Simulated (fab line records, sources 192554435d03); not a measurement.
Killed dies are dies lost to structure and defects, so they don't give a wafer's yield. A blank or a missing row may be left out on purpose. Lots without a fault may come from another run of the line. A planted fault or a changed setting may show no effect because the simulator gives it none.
Which tool did it? | flow n5_finfet | 24 lots, 72 wafers sampled, at 3 steps of a route of 1938

WHAT THE GAUGES READ, wafer by wafer
N5_MOL_CONTACT_COAG_INSPECT_42: inspects for defects (brightfield).
lot  | measured     | on                | raw_defect_count
L074 | day 5 05:53  | defect_inspect-01 | 245 190 187
L075 | day 5 06:44  | defect_inspect-02 | 148 189 189
L076 | day 5 14:46  | defect_inspect-02 | 143 314 244
L077 | day 5 22:16  | defect_inspect-02 | 248 267 247
L078 | day 5 23:44  | defect_inspect-02 | 256 260 225
L079 | day 6 11:37  | defect_inspect-02 | 176 258 206
L080 | day 6 18:21  | defect_inspect-02 | 189 136 193
L081 | day 7 03:53  | defect_inspect-02 | 230 235 198
L082 | day 7 05:05  | defect_inspect-01 | 207 112 208
L083 | day 7 11:41  | defect_inspect-01 | 283 260 244
L084 | day 8 01:35  | defect_inspect-01 | 178 228 164
L085 | day 8 01:57  | defect_inspect-02 | 202 179 218
L086 | day 8 06:14  | defect_inspect-02 | 163 178 168
L087 | day 8 13:22  | defect_inspect-01 | 181 207 181
L088 | day 8 13:37  | defect_inspect-01 | 240 161 122
L089 | day 8 21:55  | defect_inspect-01 | 207 204 193
L090 | day 9 03:40  | defect_inspect-02 | 223 162 233
L091 | day 9 09:56  | defect_inspect-01 | 185 288 151
L092 | day 9 18:53  | defect_inspect-01 | 202 257 200
L093 | day 9 23:14  | defect_inspect-01 | 129 197 223
L094 | day 10 11:21 | defect_inspect-01 | 237 213 178
L095 | day 10 15:37 | defect_inspect-02 | 298 230 165
L097 | day 11 02:58 | defect_inspect-02 | 155 165 234
L096 | day 11 03:20 | defect_inspect-02 | 261 174 211

N5_BEOL_M0_SAQP_OVL_MEAS_15.
lot  | measured     | on         | M0_CORE_OVL (nm)
L074 | day 6 10:32  | overlay-01 | 0.5 0.3 0.3
L075 | day 6 10:42  | overlay-02 | 0.5 0.4 1.4
L076 | day 6 10:44  | overlay-02 | -0.2 -0.9 -0.1
L077 | day 6 10:46  | overlay-02 | -0.5 0.1 -0.3
L078 | day 6 10:56  | overlay-01 | -0.5 -0.3 -0.3
L079 | day 6 19:01  | overlay-01 | 0.5 0.5 -0.8
L080 | day 7 01:25  | overlay-02 | 0.1 0.9 0.3
L081 | day 7 10:05  | overlay-02 | -0.1 0.8 0.9
L082 | day 7 14:20  | overlay-02 | -0.6 -0.3 -0.3
L083 | day 7 20:22  | overlay-01 | -0.1 1.0 0.5
L084 | day 8 08:07  | overlay-02 | 0.6 -0.3 0.1
L085 | day 8 11:08  | overlay-02 | 1.0 1.4 1.2
L086 | day 8 15:49  | overlay-01 | 0.1 1.7 1.8
L087 | day 8 23:27  | overlay-02 | -0.5 -0.3 -0.9
L088 | day 8 23:36  | overlay-02 | 1.2 -0.5 -0.2
L089 | day 9 04:34  | overlay-01 | -0.3 -0.4 0.6
L090 | day 9 10:15  | overlay-01 | -0.8 1.5 0.1
L091 | day 9 18:18  | overlay-01 | 0.0 0.9 0.3
L092 | day 10 04:04 | overlay-01 | 2.2 1.3 2.4
L093 | day 10 07:35 | overlay-01 | -0.7 -0.5 -0.1
L094 | day 10 17:58 | overlay-01 | -1.2 0.9 -0.9
L095 | day 10 22:32 | overlay-01 | 1.0 0.7 0.8
L097 | day 11 10:55 | overlay-01 | 0.0 0.5 0.8
L096 | day 11 15:43 | overlay-01 | -0.7 0.5 0.0

WHICH TOOL RAN EACH LOT (tool, then ch and the chambers of the sampled wafers, then the start)
lot  | N5_MOL_CONTACT_COAG_STRIP_72
L074 | rie_diel-05 ch 1,2, day 5 06:44
L075 | rie_diel-01 ch 3, day 5 07:50
L076 | rie_diel-06 ch 0,1,2, day 5 15:23
L077 | rie_diel-01 ch 0,1,3, day 5 22:53
L078 | rie_diel-06 ch 0,2,3, day 6 00:28
L079 | rie_diel-01 ch 0,1,2, day 6 13:49
L080 | rie_diel-01 ch 1,2,3, day 6 19:53
L081 | rie_diel-01 ch 0,3, day 7 04:40
L082 | rie_diel-01 ch 1,2, day 7 05:43
L083 | rie_diel-01 ch 0,2,3, day 7 12:28
L084 | rie_diel-06 ch 0,2, day 8 02:26
L085 | rie_diel-05 ch 1,3, day 8 02:41
L086 | rie_diel-06 ch 1,2, day 8 07:05
L087 | rie_diel-05 ch 1,2,3, day 8 14:12
L088 | rie_diel-01 ch 0,1,3, day 8 14:22
L089 | rie_diel-06 ch 0,3, day 8 22:36
L090 | rie_diel-01 ch 1,2,3, day 9 04:18
L091 | rie_diel-01 ch 0,3, day 9 10:38
L092 | rie_diel-06 ch 1,2, day 9 19:31
L093 | rie_diel-01 ch 0,1,2, day 9 23:54
L094 | rie_diel-05 ch 1,2,3, day 10 12:32
L095 | rie_diel-06 ch 0,1,2, day 10 16:32
L097 | rie_diel-05 ch 0,1,3, day 11 04:04
L096 | rie_diel-01 ch 2,3, day 11 04:04
- N5_MOL_CONTACT_COAG_STRIP_72: strips in N2/H2.

WHAT THE TOOLS THEMSELVES READ (means of the sampled wafers that have a number; where no wafer has one, the mark that the record gives instead)
N5_MOL_CONTACT_COAG_STRIP_72.
lot  | tool        | drypump_motor_current_A (A) | oes_product_au (a.u.) | rf_vpp_V (V) | showerhead_plenum_p_Torr (Torr) | throttle_valve_pct (%)
L074 | rie_diel-05 | 5.8                         | 0.93                  | 59.2         | 2.48                            | 23.63
L075 | rie_diel-01 | 5.6                         | 0.71                  | 58.7         | 2.62                            | 23.73
L076 | rie_diel-06 | 5.6                         | 0.78                  | 59.0         | 2.55                            | 23.82
L077 | rie_diel-01 | 5.7                         | 0.83                  | 59.2         | 2.58                            | 23.55
L078 | rie_diel-06 | 5.2                         | 0.78                  | 59.7         | 2.62                            | 23.78
L079 | rie_diel-01 | 5.5                         | 0.90                  | 59.1         | 2.57                            | 23.47
L080 | rie_diel-01 | 5.5                         | 0.85                  | 60.8         | 2.59                            | 23.58
L081 | rie_diel-01 | 5.5                         | 0.81                  | 58.6         | 2.58                            | 23.50
L082 | rie_diel-01 | 5.3                         | 0.90                  | 61.9         | 2.58                            | 23.51
L083 | rie_diel-01 | 5.3                         | 0.83                  | 58.1         | 2.59                            | 23.56
L084 | rie_diel-06 | 5.3                         | 0.83                  | 58.5         | 2.64                            | 23.70
L085 | rie_diel-05 | 6.0                         | 0.82                  | 59.5         | 2.51                            | 23.77
L086 | rie_diel-06 | 5.6                         | 0.81                  | 58.5         | 2.59                            | 23.64
L087 | rie_diel-05 | 6.0                         | 0.82                  | 59.2         | 2.52                            | 23.71
L088 | rie_diel-01 | 5.7                         | 0.79                  | 60.0         | 2.57                            | 23.58
L089 | rie_diel-06 | 5.3                         | 0.81                  | 61.5         | 2.56                            | 23.89
L090 | rie_diel-01 | 5.5                         | 0.81                  | 58.3         | 2.58                            | 23.61
L091 | rie_diel-01 | 5.5                         | 0.79                  | 59.1         | 2.57                            | 23.52
L092 | rie_diel-06 | 5.9                         | 0.74                  | 55.5         | 2.49                            | 23.77
L093 | rie_diel-01 | 5.5                         | 0.86                  | 60.3         | 2.56                            | 23.52
L094 | rie_diel-05 | 6.0                         | 0.88                  | 59.6         | 2.51                            | 23.70
L095 | rie_diel-06 | 5.6                         | 0.75                  | 58.3         | 2.54                            | 23.87
L097 | rie_diel-05 | 6.0                         | 0.85                  | 59.1         | 2.54                            | 23.70
L096 | rie_diel-01 | 5.4                         | 0.75                  | 62.0         | 2.60                            | 23.71

THE ANSWER, worked out from the rows above alone
Rule: what is usual is taken from the lots themselves. Put in order of their means at a reading, lots are off if they are a third of the lots or fewer, leave a main group of 4 or more, and stand apart from it by a gap of 3 or more times the standard deviation of the main group's means; of several such gaps the widest counts. A main group whose means are all the same, to the digits that the tables above print for the reading, isn't used. A lot without any number at a reading at which 4 lots or more have one is off too. The other lots that the step has rows for count as sound. The gauges are gone through in route order, then the tools' own readings, and for those a lot's mean is taken as printed above. The first step at which some lot is off is used, and at that step the reading that is off furthest; a lot without a number counts as furthest.
No lot is off at any reading shown: from this, nothing can be told.

WHAT THE SIMULATOR HAD PUT IN
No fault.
